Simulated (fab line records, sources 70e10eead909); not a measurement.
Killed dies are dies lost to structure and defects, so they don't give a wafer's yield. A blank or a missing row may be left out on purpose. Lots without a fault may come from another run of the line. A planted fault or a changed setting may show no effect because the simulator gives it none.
fab line records | flow nand_harc
record lots=24 wafers=72 last_day=33
route steps=1302 shown P_BONDPAD@380 A_CHANNEL_HOLE_D1@467 A_CHANNEL_FILL_D1@492 A_DECK1_JOINT@518
lots that met no fault: from a run of the same line without faults
start_h: hours from the record's first day to the start of the lot's first wafer shown | wait_h: hours since the lot's step before | " the same as in the row above | L1.1+2: a row that stands for several wafers | - no value, or no start given | * or withheld: withheld | < > ~ a bound
route shown NAME@n: a module of which the file shows steps, and the number in the route of the first | usual: mean/standard deviation of fault-free wafers | same: alike in all rows | chamber/n: place in a boat | sites: the reading at each site | _std_site: their standard deviation | _edge_site: outer sites' mean less inner sites' | radius_mm: how far each site lies from the wafer's centre | mask NAME#n: copy n | behind: the tool/chamber that last shaped the wafer | hold: why the lot was held/for how many hours/how that ended | device: the transistor (n, p or np) that didn't switch | end of line: the same wafers' tests at the end of the route | a step without rows: its recipe alone | killed: dies lost to structure and defects at the first sort, not the wafer's yield | map: a wafer's dies, x killed, . not, _ none there
set.NAME: the setting as run; set.NAME@STEP: as run at that earlier step | model.NAME: the simulator's own value behind a step, which no gauge read
steps of the route over a sample of lots; a table a step, a row a wafer
services: from which hour (start_h, from the record's first day; less than 0 if before it) a tool's chamber was out of use, for how many hours, and why
## steps
# step NHARC_P_BONDPAD_CMP_19
# recipe t_overpolish_s=30 cu_recess_touch_s=16 target_thk_nm=160.81
# usual motor_current_A=12.1/1.1 overpolish_run_s=30.001/0.0089
# columns lot.wafer tool chamber start_h wait_h motor_current_A overpolish_run_s
L074.1 cmp-04 1 136.44 - 13.2 30.005
L074.6 " 1 " " 12.6 29.999
L074.5 " 2 " " 14.6 29.993
L075.4 cmp-04 2 151.40 - 13.9 30.005
L075.2 " 1 " " 12.4 29.990
L075.5 " 2 " " 13.9 29.989
L076.4 cmp-04 0 152.07 - 11.6 29.997
L076.1 " 1 " " 12.9 30.025
L076.2 " 3 " " 13.0 30.002
L077.4 cmp-02 3 166.55 - 11.7 30.011
L077.3 " 0 " " 10.9 29.987
L077.5 " 3 " " 11.2 30.005
L078.4 cmp-02 0 174.22 - 11.6 30.003
L078.3 " 1 " " 11.1 29.994
L078.1 " 2 " " 11.4 29.988
L079.2 cmp-02 0 190.59 - 11.3 29.996
L079.3 " 2 " " 11.0 29.998
L079.1 " 3 " " 11.6 30.008
L080.2 cmp-02 1 200.12 - 11.2 30.000
L080.3 " 2 " " 11.7 30.002
L080.5 " 3 " " 11.6 29.995
L081.3 cmp-01 2 212.24 - 12.7 30.017
L081.6 " 1 " " 11.0 29.992
L081.5 " 2 " " 12.8 30.004
L082.4 cmp-02 0 224.98 - 11.0 29.999
L082.2 " 3 " " 11.4 29.993
L082.5 " 0 " " 11.3 30.002
L083.3 cmp-04 1 232.21 - 13.0 29.978
L083.2 " 2 " " 14.1 29.990
L083.6 " 0 " " 11.5 29.996
L084.3 cmp-04 1 247.34 - 12.4 29.991
L084.5 " 1 " " 12.4 30.012
L084.6 " 2 " " 14.5 30.000
L086.2 cmp-01 2 254.99 - 12.3 29.998
L086.5 " 2 " " 12.8 30.003
L086.6 " 3 " " 10.5 29.992
L085.4 cmp-04 2 255.46 - 13.7 30.006
L085.3 " 0 " " 11.0 30.003
L085.5 " 3 " " 13.4 30.006
L087.3 cmp-02 0 266.58 - 11.3 29.989
L087.6 " 1 " " 11.2 30.020
L087.5 " 2 " " 11.2 30.002
L088.1 cmp-04 1 283.66 - 12.6 29.978
L088.3 " 3 " " 12.9 30.005
L088.6 " 2 " " 14.6 30.010
L089.1 cmp-01 2 294.86 - 12.1 29.989
L089.4 " 0 " " 11.7 30.003
L089.5 " 1 " " 10.1 30.003
L090.2 cmp-04 1 298.19 - 13.0 30.003
L090.3 " 3 " " 13.4 29.999
L090.6 " 1 " " 12.2 30.018
L091.4 cmp-01 1 310.76 - 10.6 30.026
L091.3 " 0 " " 11.5 30.004
L091.5 " 2 " " 12.8 30.019
L092.1 cmp-02 1 319.27 - 11.1 29.998
L092.2 " 3 " " 11.6 30.001
L092.5 " 2 " " 11.9 30.007
L093.1 cmp-01 3 319.84 - 11.3 29.993
L093.5 " 0 " " 11.2 30.013
L093.6 " 1 " " 10.6 30.005
L094.1 cmp-04 0 333.71 - 11.3 29.999
L094.2 " 1 " " 12.9 30.000
L094.5 " 3 " " 12.8 29.998
L095.4 cmp-04 2 343.71 - 14.5 29.997
L095.2 " 0 " " 11.2 30.006
L095.5 " 2 " " 14.4 29.988
L096.3 cmp-02 2 352.73 - 11.6 29.983
L096.4 " 0 " " 10.7 29.995
L096.2 " 1 " " 11.5 30.010
L097.3 cmp-02 1 367.73 - 11.3 30.005
L097.2 " 0 " " 11.3 30.006
L097.6 " 1 " " 11.8 29.996
# step NHARC_P_BONDPAD_INSPECT_23
# usual raw_defect_count=338/120
# columns lot.wafer tool chamber start_h wait_h raw_defect_count
L074.1 defect_inspect-01 - 136.99 0.0 606
L074.5 " - " " 226
L074.6 " - " " 523
L075.2 defect_inspect-01 - 151.92 0.0 161
L075.4 " - " " 228
L075.5 " - " " 144
L076.1 defect_inspect-02 - 152.61 0.0 350
L076.2 " - " " 369
L076.4 " - " " 316
L077.3 defect_inspect-02 - 167.06 0.0 243
L077.4 " - " " 298
L077.5 " - " " 296
L078.1 defect_inspect-02 - 174.75 0.0 461
L078.3 " - " " 472
L078.4 " - " " 429
L079.1 defect_inspect-02 - 191.12 0.0 382
L079.2 " - " " 316
L079.3 " - " " 328
L080.2 defect_inspect-01 - 200.61 0.0 378
L080.3 " - " " 350
L080.5 " - " " 383
L081.3 defect_inspect-01 - 212.76 0.0 298
L081.5 " - " " 442
L081.6 " - " " 274
L082.2 defect_inspect-01 - 225.51 0.0 436
L082.4 " - " " 358
L082.5 " - " " 366
L083.2 defect_inspect-01 - 232.70 0.0 463
L083.3 " - " " 350
L083.6 " - " " 459
L084.3 defect_inspect-01 - 247.90 0.0 251
L084.5 " - " " 254
L084.6 " - " " 241
L086.2 defect_inspect-02 - 255.52 0.0 411
L086.5 " - " " 426
L086.6 " - " " 379
L085.3 defect_inspect-02 - 255.99 0.0 397
L085.4 " - " " 523
L085.5 " - " " 581
L087.3 defect_inspect-02 - 267.01 0.0 358
L087.5 " - " " 485
L087.6 " - " " 485
L088.1 defect_inspect-02 - 284.19 0.0 259
L088.3 " - " " 182
L088.6 " - " " 346
L089.1 defect_inspect-01 - 295.36 0.0 297
L089.4 " - " " 288
L089.5 " - " " 158
L090.2 defect_inspect-02 - 298.70 0.0 619
L090.3 " - " " 408
L090.6 " - " " 285
L091.3 defect_inspect-01 - 311.31 0.0 294
L091.4 " - " " 423
L091.5 " - " " 288
L092.1 defect_inspect-01 - 319.80 0.0 335
L092.2 " - " " 273
L092.5 " - " " 279
L093.1 defect_inspect-01 - 320.30 0.0 104
L093.5 " - " " 130
L093.6 " - " " 125
L094.1 defect_inspect-01 - 334.24 0.0 255
L094.2 " - " " 366
L094.5 " - " " 190
L095.2 defect_inspect-02 - 344.21 0.0 288
L095.4 " - " " 200
L095.5 " - " " 253
L096.2 defect_inspect-01 - 353.26 0.0 402
L096.3 " - " " 298
L096.4 " - " " 337
L097.2 defect_inspect-02 - 368.28 0.1 492
L097.3 " - " " 189
L097.6 " - " " 325
# step NHARC_A_CHANNEL_HOLE_D1_ETCH_39
# recipe target_depth_a=2600 over_etch_frac=0.3 time_s=325 ion_energy_ev=200 n2_flow_sccm=150 h2_flow_sccm=150 ar_flow_sccm=0 rf_w=400 bias_w=150 chemistry=N2/H2
# usual drypump_motor_current_A=5.7/0.45 oes_product_au=0.997/0.012 rf_vpp_V=432.1/2.8 showerhead_plenum_p_Torr=2.09/0.099 throttle_valve_pct=14.169/0.0088
# same over_etch_frac=0.3
# columns lot.wafer tool chamber start_h wait_h drypump_motor_current_A oes_product_au rf_hours_counter_h rf_vpp_V showerhead_plenum_p_Torr throttle_valve_pct
L074.1 rie_diel-11 2 - - 6.3 0.986 8 433.0 2.14 14.191
L074.5 " 3 " " 6.2 1.006 - 434.4 2.14 14.179
L074.6 " 0 " " 5.4 0.992 - 427.1 1.89 14.157
L076.4 rie_diel-11 2 - - 6.3 0.986 9 433.6 2.13 14.175
L076.1 " 0 " " 5.4 1.007 10 426.0 1.89 14.170
L076.2 " 1 " " 5.0 0.991 10 434.5 2.20 14.170
L075.2 rie_diel-13 3 - - 5.9 1.017 10 431.6 2.09 14.159
L075.4 " 3 " " 5.9 1.011 - 430.9 2.09 14.174
L075.5 " 0 " " 5.2 1.003 - 433.1 2.11 14.166
L077.3 rie_diel-11 2 - - 6.3 0.981 10 433.9 2.13 14.160
L077.4 " 0 " " 5.4 1.004 11 425.7 1.89 14.159
L077.5 " 3 " " 6.2 1.006 - 432.4 2.14 14.178
L078.4 rie_diel-11 2 - - 6.3 0.977 11 431.5 2.13 14.150
L078.1 " 3 " " 6.2 0.992 11 434.2 2.14 14.178
L078.3 " 1 " " 5.0 0.978 11 436.2 2.20 14.158
L079.2 rie_diel-13 0 - - 5.2 1.003 24 434.3 2.10 14.166
L079.1 " 1 " " 5.9 0.990 10 435.0 2.19 14.163
L079.3 " 3 " " 5.9 1.005 23 430.7 2.08 14.171
L080.3 rie_diel-11 3 - - 6.2 1.013 13 433.6 2.14 14.181
L080.2 " 2 " " 6.3 0.997 13 432.9 2.13 14.184
L080.5 " 0 " " 5.4 1.007 - 425.9 1.89 14.184
L081.3 rie_diel-13 0 - - 5.3 1.002 30 433.1 2.10 14.157
L081.6 " 3 " " 5.9 1.010 - 433.1 2.08 14.164
L081.5 " 0 " " 5.3 0.995 - 431.7 2.10 14.165
L082.4 rie_diel-11 1 - - 5.0 0.993 0 435.1 2.19 14.148
L082.2 " 2 " " 6.3 0.998 0 435.3 2.13 14.157
L082.5 " 0 " " 5.4 0.996 - 427.0 1.89 14.166
L083.3 rie_diel-11 3 - - 6.2 1.006 1 433.3 2.14 14.177
L083.2 " 1 " " 5.0 0.999 1 435.6 2.19 14.161
L083.6 " 3 " " 6.2 1.001 - 433.0 2.14 14.176
L084.3 rie_diel-13 2 - - 5.5 1.010 34 430.8 2.07 14.160
L084.6 " 3 " " 5.9 1.012 - 431.4 2.07 14.159
L084.5 " 0 " " 5.3 0.993 - 431.8 2.10 14.167
L085.4 rie_diel-01 2 - - 5.5 0.983 21 430.2 2.03 14.171
L085.3 " 3 " " 6.1 1.001 25 434.9 2.19 14.172
L085.5 " 0 " " 5.4 1.000 - 436.8 2.21 14.165
L086.2 rie_diel-11 3 - - 6.2 0.999 4 434.1 2.14 14.174
L086.6 " 1 " " 5.0 0.987 - 434.3 2.19 14.169
L086.5 " 2 " " 6.3 1.000 - 432.8 2.13 14.173
L087.3 rie_diel-01 2 - - 5.5 0.971 23 431.1 2.03 14.169
L087.5 " 2 " " 5.5 0.973 - 429.7 2.03 14.175
L087.6 " 3 " " 6.1 0.998 - 435.2 2.19 14.162
L088.1 rie_diel-13 2 - - 5.5 1.012 48 431.0 2.07 14.174
L088.3 " 3 " " 5.9 1.020 46 432.3 2.07 14.173
L088.6 " 1 " " 5.9 0.996 - 434.2 2.18 14.159
L089.1 rie_diel-01 0 - - 5.4 0.989 38 434.4 2.20 14.170
L089.4 " 2 " " 5.5 0.974 34 429.4 2.03 14.170
L089.5 " 0 " " 5.4 0.991 - 435.0 2.20 14.157
L090.3 rie_diel-11 1 - - 5.0 0.985 6 433.9 2.19 14.166
L090.2 " 2 " " 6.3 0.998 6 433.2 2.13 14.160
L090.6 " 0 " " 5.4 1.000 - 427.0 1.89 14.166
L091.4 rie_diel-11 0 - - 5.4 1.012 8 426.7 1.89 14.195
L091.3 " 1 " " 5.0 0.995 7 434.9 2.19 14.179
L091.5 " 3 " " 6.2 1.019 - 432.3 2.14 14.171
L093.1 rie_diel-11 0 - - 5.4 1.004 8 426.5 1.89 14.159
L093.5 " 3 " " 6.2 1.009 - 432.9 2.14 14.145
L093.6 " 0 " " 5.4 1.001 - 427.0 1.89 14.169
L092.1 rie_diel-01 0 - - 5.4 1.005 47 435.7 2.20 14.157
L092.2 " 1 " " 6.0 0.981 47 433.2 2.07 14.151
L092.5 " 1 " " 6.0 0.976 - 432.5 2.07 14.173
L094.2 rie_diel-13 3 - - 5.9 1.000 9 430.7 2.07 14.161
L094.1 " 1 " " 5.9 0.996 10 433.2 2.18 14.175
L094.5 " 3 " " 5.9 1.009 - 432.7 2.07 14.160
L095.4 rie_diel-11 2 - - 6.3 0.995 10 432.1 2.13 14.152
L095.2 " 3 " " 6.2 1.005 10 433.9 2.13 14.181
L095.5 " 1 " " 4.9 0.983 - 435.0 2.19 14.174
L096.2 rie_diel-11 0 - - 5.4 1.011 11 426.9 1.89 14.171
L096.4 " 1 " " 5.0 0.989 11 434.7 2.19 14.182
L096.3 " 2 " " 6.3 1.000 11 433.7 2.13 14.164
L097.2 rie_diel-11 3 - - 6.2 1.013 12 431.9 2.13 14.158
L097.3 " 1 " " 5.0 0.996 12 435.2 2.19 14.165
L097.6 " 0 " " 5.4 0.997 - 427.0 1.89 14.163
# step NHARC_A_CHANNEL_HOLE_D1_ETCH_21
# recipe bias_v=3000 source_w=withheld pressure_mtorr=20 time_s=514.3 ar_flow_sccm=375 c4f8_flow_sccm=89.3 o2_flow_sccm=35.7 temp_c=-20 target_depth_a=16000 chemistry=C4F8/O2/Ar
# usual drypump_motor_current_A=5.5/0.34 showerhead_plenum_p_Torr=3.65/0.095 throttle_valve_pct=32.155/0.0095
# columns lot.wafer tool chamber start_h wait_h drypump_motor_current_A rf_hours_counter_h showerhead_plenum_p_Torr throttle_valve_pct
L074.1 har_etch-01 0 184.45 0.3 5.1 84 3.71 32.166
L074.6 " 0 " " 5.1 - 3.71 32.165
L074.5 " 1 " " 5.4 - 3.74 32.169
L076.1 har_etch-02 0 197.37 0.3 5.6 300 3.70 32.165
L076.2 " 1 " " 6.1 300 3.49 32.157
L076.4 " 1 " " 6.1 - 3.49 32.163
L075.2 har_etch-01 1 198.64 0.3 5.4 96 3.73 32.153
L075.4 " 1 " " 5.4 - 3.73 32.146
L075.5 " 1 " " 5.4 - 3.73 32.149
L077.3 har_etch-02 1 209.31 0.3 6.1 - 3.49 32.157
L077.4 " 0 " " 5.6 - 3.70 32.160
L077.5 " 0 " " 5.6 - 3.70 32.163
L078.1 har_etch-02 1 215.27 0.3 6.1 312 3.48 32.155
L078.4 " 0 " " 5.6 - 3.70 32.158
L078.3 " 1 " " 6.2 - 3.48 32.149
L079.1 har_etch-02 0 239.75 0.3 5.6 323 3.69 32.152
L079.2 " 1 " " 6.1 323 3.48 32.155
L079.3 " 0 " " 5.6 - 3.69 32.144
L080.2 har_etch-01 0 239.89 0.3 5.1 122 3.69 32.152
L080.3 " 1 " " 5.4 - 3.71 32.155
L080.5 " 1 " " 5.4 - 3.71 32.163
L081.3 har_etch-02 0 260.12 0.3 5.6 - 3.69 32.155
L081.6 " 1 " " 6.1 - 3.47 32.140
L081.5 " 0 " " 5.6 - 3.68 32.164
L082.2 har_etch-01 1 275.41 0.3 5.4 137 3.71 32.147
L082.4 " 1 " " 5.4 - 3.71 32.138
L082.5 " 0 " " 5.2 - 3.68 32.167
L083.2 har_etch-02 1 278.92 0.3 6.1 342 3.47 32.165
L083.3 " 0 " " 5.6 - 3.68 32.150
L083.6 " 0 " " 5.6 - 3.68 32.159
L084.3 har_etch-02 0 291.38 0.3 5.6 - 3.67 32.154
L084.5 " 1 " " 6.1 - 3.46 32.163
L084.6 " 0 " " 5.6 - 3.67 32.159
L085.4 har_etch-01 0 298.01 0.3 5.2 - 3.67 32.164
L085.3 " 1 " " 5.4 - 3.70 32.144
L085.5 " 0 " " 5.2 - 3.68 32.174
L086.2 har_etch-01 0 302.10 0.3 5.2 157 3.67 32.157
L086.5 " 1 " " 5.4 - 3.70 32.147
L086.6 " 0 " " 5.2 - 3.67 32.145
L087.3 har_etch-01 0 310.61 0.3 5.2 - 3.67 32.141
L087.5 " 1 " " 5.4 - 3.69 32.141
L087.6 " 0 " " 5.2 - 3.67 32.142
L088.1 har_etch-01 1 329.41 0.3 5.5 172 3.69 32.145
L088.3 " 0 " " 5.2 - 3.66 32.166
L088.6 " 0 " " 5.2 - 3.66 32.159
L089.1 har_etch-01 1 337.34 0.3 5.4 176 3.69 32.157
L089.4 " 1 " " 5.4 - 3.69 32.160
L089.5 " 0 " " 5.1 - 3.66 32.144
L090.2 har_etch-01 0 347.57 0.3 5.1 184 3.66 32.149
L090.3 " 0 " " 5.2 - 3.66 32.156
L090.6 " 0 " " 5.1 - 3.66 32.143
L091.3 har_etch-02 1 356.20 0.3 6.1 - 3.44 32.174
L091.4 " 0 " " 5.6 - 3.65 32.148
L091.5 " 1 " " 6.1 - 3.44 32.154
L093.1 har_etch-01 0 360.47 0.3 5.2 192 3.65 32.147
L093.5 " 0 " " 5.1 - 3.65 32.169
L093.6 " 1 " " 5.4 - 3.68 32.123
L092.1 har_etch-02 0 361.07 0.3 5.7 395 3.65 32.154
L092.2 " 1 " " 6.1 395 3.44 32.158
L092.5 " 0 " " 5.6 - 3.65 32.138
L094.1 har_etch-01 1 380.46 0.3 5.4 199 3.67 32.158
L094.2 " 0 " " 5.2 199 3.65 32.161
L094.5 " 1 " " 5.4 - 3.67 32.166
L095.2 har_etch-02 0 398.52 0.3 5.7 0 3.65 32.161
L095.4 " 0 " " 5.6 - 3.65 32.142
L095.5 " 0 " " 5.6 - 3.65 32.167
L096.2 har_etch-01 1 401.97 0.3 5.4 218 3.66 32.147
L096.4 " 0 " " 5.2 - 3.64 32.135
L096.3 " 1 " " 5.4 - 3.66 32.141
L097.2 har_etch-01 1 414.57 0.3 5.4 226 3.66 32.159
L097.3 " 0 " " 5.2 - 3.63 32.156
L097.6 " 1 " " 5.4 - 3.66 32.175
# step NHARC_A_CHANNEL_FILL_D1_ALD_02
# recipe target_thk_a=60 pulse_time_s=10 ald_cycles=60 temp_c=300 material=SiO2
# usual heater_power_w=488/42 precursor_pulse_height_rel=0.998/0.021
# columns lot.wafer tool chamber start_h wait_h heater_power_w precursor_pulse_height_rel
L074.1 ald_hk-03 1 190.41 - 475 0.982
L074.6 " 2 " " 436 1.005
L074.5 " 3 " " 534 1.028
L076.1 ald_hk-04 2 204.82 - 458 1.027
L076.2 " 0 " " 538 0.991
L076.4 " 1 " " 465 1.025
L075.2 ald_hk-01 2 204.85 - 512 1.007
L075.4 " 0 " " 455 0.955
L075.5 " 2 " " 509 0.980
L077.4 ald_hk-04 1 214.99 0.3 461 1.013
L077.3 " 2 " " 478 0.979
L077.5 " 3 " " 513 0.974
L078.3 ald_hk-01 0 220.66 - 467 0.996
L078.1 " 1 " " 436 1.000
L078.4 " 2 " " 512 0.983
L079.3 ald_hk-01 0 246.63 - 462 0.990
L079.1 " 1 " " 436 1.014
L079.2 " 2 " " 495 1.004
L080.2 ald_hk-04 0 246.65 - 554 1.001
L080.3 " 1 " " 453 1.014
L080.5 " 0 " " 550 1.028
L081.3 ald_hk-03 3 265.52 - 552 1.000
L081.6 " 3 " " 546 0.981
L081.5 " 0 " " 414 0.980
L082.4 ald_hk-04 1 281.40 - 463 0.975
L082.2 " 2 " " 474 0.980
L082.5 " 1 " " 451 0.989
L083.3 ald_hk-03 3 284.97 - 560 0.986
L083.2 " 1 " " 456 0.981
L083.6 " 2 " " 431 0.997
L084.3 ald_hk-04 2 296.71 - 477 1.027
L084.6 " 1 " " 456 1.034
L084.5 " 2 " " 472 0.999
L085.4 ald_hk-03 2 303.32 - 436 1.003
L085.3 " 1 " " 444 0.985
L085.5 " 3 " " 548 0.990
L086.2 ald_hk-04 3 307.75 - 520 0.988
L086.6 " 0 " " 540 1.015
L086.5 " 1 " " 463 0.979
L087.3 ald_hk-04 0 316.96 - 530 1.033
L087.5 " 3 " " 519 0.992
L087.6 " 0 " " 528 1.028
L088.1 ald_hk-01 3 335.47 - 529 0.983
L088.3 " 0 " " 462 1.008
L088.6 " 0 " " 463 0.987
L089.4 ald_hk-04 3 342.83 - 506 0.991
L089.1 " 1 " " 457 0.987
L089.5 " 0 " " 540 0.997
L090.2 ald_hk-01 2 353.06 - 499 1.027
L090.3 " 0 " " 468 0.989
L090.6 " 2 " " 514 1.007
L091.3 ald_hk-04 2 361.56 - 480 1.008
L091.4 " 3 " " 524 1.010
L091.5 " 3 " " 513 0.994
L093.1 ald_hk-04 0 366.09 - 528 1.013
L093.5 " 0 " " 537 1.013
L093.6 " 1 " " 453 0.960
L092.1 ald_hk-03 2 366.67 - 435 1.017
L092.2 " 0 " " 397 0.984
L092.5 " 2 " " 435 0.995
L094.2 ald_hk-04 0 385.92 - 528 0.997
L094.1 " 2 " " 484 1.002
L094.5 " 1 " " 455 1.022
L095.2 ald_hk-01 2 404.97 - 498 0.995
L095.4 " 3 " " 532 1.023
L095.5 " 0 " " 457 0.981
L096.2 ald_hk-04 3 407.42 - 512 1.033
L096.4 " 0 " " 521 1.004
L096.3 " 1 " " 467 0.964
L097.2 ald_hk-03 1 420.09 - 457 0.983
L097.3 " 2 " " 434 0.972
L097.6 " 2 " " 446 0.999
# step NHARC_A_DECK1_JOINT_ETCHBACK_07
# recipe target_depth_a=1050 time_s=26.9 hbr_flow_sccm=150 rf_w=350 icp_w=350 bias_w=60 chemistry=HBr
# usual drypump_motor_current_A=5.8/0.46 oes_product_au=1.000/0.01 throttle_valve_pct=23.267/0.0089
# columns lot.wafer tool chamber start_h wait_h drypump_motor_current_A oes_product_au rf_hours_counter_h throttle_valve_pct
L074.1 rie_si-01 0 241.27 0.1 6.4 0.997 0.25 23.276
L074.6 " 0 " " 6.4 0.983 - 23.272
L074.5 " 1 " " 6.0 0.997 - 23.260
L075.4 rie_si-05 3 255.03 0.1 5.2 1.000 0.78 23.274
L075.2 " 2 " " 6.5 0.993 0.83 23.272
L075.5 " 3 " " 5.2 1.003 - 23.248
L076.1 rie_si-04 2 255.03 0.1 5.8 1.004 0.46 23.280
L076.2 " 3 " " 5.1 0.991 0.48 23.263
L076.4 " 0 " " 6.3 0.994 - 23.272
L077.4 rie_si-04 1 270.36 0.1 5.5 0.978 0.45 23.258
L077.3 " 2 " " 5.8 0.988 0.58 23.259
L077.5 " 3 " " 5.1 0.987 - 23.257
L078.1 rie_si-01 3 273.78 0.1 6.4 1.009 0.46 23.262
L078.4 " 0 " " 6.3 1.005 0.54 23.252
L078.3 " 2 " " 6.1 1.015 0.46 23.271
L080.2 rie_si-05 0 294.74 0.1 6.0 1.010 1.19 23.249
L080.3 " 1 " " 5.4 1.025 1.17 23.271
L080.5 " 2 " " 6.5 0.991 - 23.264
L079.1 rie_si-04 3 294.75 0.1 5.1 0.993 0.80 23.260
L079.2 " 0 " " 6.3 0.998 0.70 23.264
L079.3 " 2 " " 5.8 0.993 0.72 23.273
L081.3 rie_si-04 2 313.53 0.1 5.8 0.995 0.82 23.262
L081.6 " 1 " " 5.5 0.982 - 23.272
L081.5 " 2 " " 5.8 0.995 - 23.251
L082.2 rie_si-05 2 333.30 0.1 6.5 0.993 0.15 23.251
L082.4 " 3 " " 5.2 0.998 0.13 23.261
L082.5 " 3 " " 5.2 0.996 - 23.270
L083.3 rie_si-01 0 333.30 0.1 6.4 1.011 0.90 23.268
L083.2 " 1 " " 6.0 0.992 0.92 23.252
L083.6 " 0 " " 6.4 0.994 - 23.258
L084.3 rie_si-05 2 346.36 0.1 6.5 0.989 0.30 23.257
L084.6 " 0 " " 6.0 0.995 - 23.253
L084.5 " 1 " " 5.4 0.984 - 23.274
L086.2 rie_si-05 0 353.80 0.1 6.0 1.006 0.26 23.265
L086.5 " 0 " " 6.0 1.012 - 23.258
L086.6 " 1 " " 5.4 0.987 - 23.264
L085.3 rie_si-04 0 353.83 0.1 6.2 0.992 0.04 23.261
L085.4 " 2 " " 5.8 1.007 0.08 23.270
L085.5 " 0 " " 6.3 0.993 - 23.274
L087.3 rie_si-04 3 365.98 0.1 5.1 0.996 0.17 23.266
L087.5 " 1 " " 5.5 0.992 - 23.265
L087.6 " 3 " " 5.1 1.006 - 23.282
L088.3 rie_si-04 3 384.90 0.1 5.1 1.003 0.36 23.266
L088.1 " 2 " " 5.8 0.999 0.27 23.273
L088.6 " 0 " " 6.2 1.007 - 23.269
L089.4 rie_si-05 3 390.75 0.1 5.2 1.003 0.46 23.262
L089.1 " 0 " " 6.0 1.010 0.45 23.273
L089.5 " 1 " " 5.5 0.991 - 23.256
L090.2 rie_si-04 1 401.03 0.1 5.5 1.003 0.35 23.267
L090.3 " 0 " " 6.2 0.995 0.46 23.252
L090.6 " 1 " " 5.5 1.003 - 23.272
L091.3 rie_si-01 1 410.08 0.1 6.0 1.013 0.13 23.262
L091.4 " 2 " " 6.1 1.006 0.10 23.268
L091.5 " 0 " " 6.4 1.021 - 23.259
L092.1 rie_si-05 1 413.78 0.1 5.4 0.997 0.64 23.265
L092.2 " 3 " " 5.2 1.012 0.60 23.272
L092.5 " 1 " " 5.4 0.996 - 23.273
L093.1 rie_si-04 2 413.78 0.1 5.8 1.019 0.47 23.277
L093.6 " 2 " " 5.8 1.006 - 23.274
L093.5 " 3 " " 5.1 0.993 - 23.279
L094.2 rie_si-01 3 434.65 0.1 6.4 1.018 0.34 23.263
L094.1 " 0 " " 6.4 0.997 0.36 23.255
L094.5 " 2 " " 6.1 1.014 - 23.280
L095.2 rie_si-04 1 454.42 0.1 5.5 1.003 0.78 23.268
L095.4 " 2 " " 5.7 1.001 0.67 23.269
L095.5 " 1 " " 5.5 1.003 - 23.273
L096.2 rie_si-01 0 454.56 0.1 6.4 1.002 0.44 23.261
L096.4 " 2 " " 6.1 1.009 0.39 23.279
L096.3 " 3 " " 6.4 1.022 0.42 23.272
L097.2 rie_si-04 2 467.99 0.1 5.8 1.005 0.78 23.251
L097.3 " 0 " " 6.3 1.005 1.04 23.265
L097.6 " 2 " " 5.8 0.995 - 23.269
## services
# columns tool chamber start_h hours kind
cmp-04 - 121.70 8.3 repair
cmp-02 - 134.50 4.0 pm
rie_si-04 - 165.00 9.0 pm
rie_si-04 0 205.52 1.0 repair
cmp-04 - 209.07 4.0 pm
har_etch-02 - 226.23 3.1 repair
cmp-02 - 232.50 4.0 pm
cmp-04 - 247.62 1.8 repair
rie_si-04 1 253.80 7.6 repair
ald_hk-04 - 254.00 10.0 pm
rie_diel-11 - 255.50 9.0 pm
cmp-02 - 260.38 0.3 repair
rie_diel-11 1 275.12 7.7 repair
cmp-04 - 307.07 4.0 pm
rie_si-04 - 342.00 9.0 pm
cmp-04 - 355.29 0.9 repair
rie_diel-11 3 362.33 4.3 repair
rie_si-04 2 364.82 2.3 repair
cmp-04 - 366.37 21.2 repair
har_etch-02 - 381.02 17.0 pm
cmp-04 - 396.11 3.8 repair
cmp-04 - 405.07 4.0 pm
rie_diel-11 - 432.50 9.0 pm
cmp-04 - 461.73 6.7 repair
## key
fault none
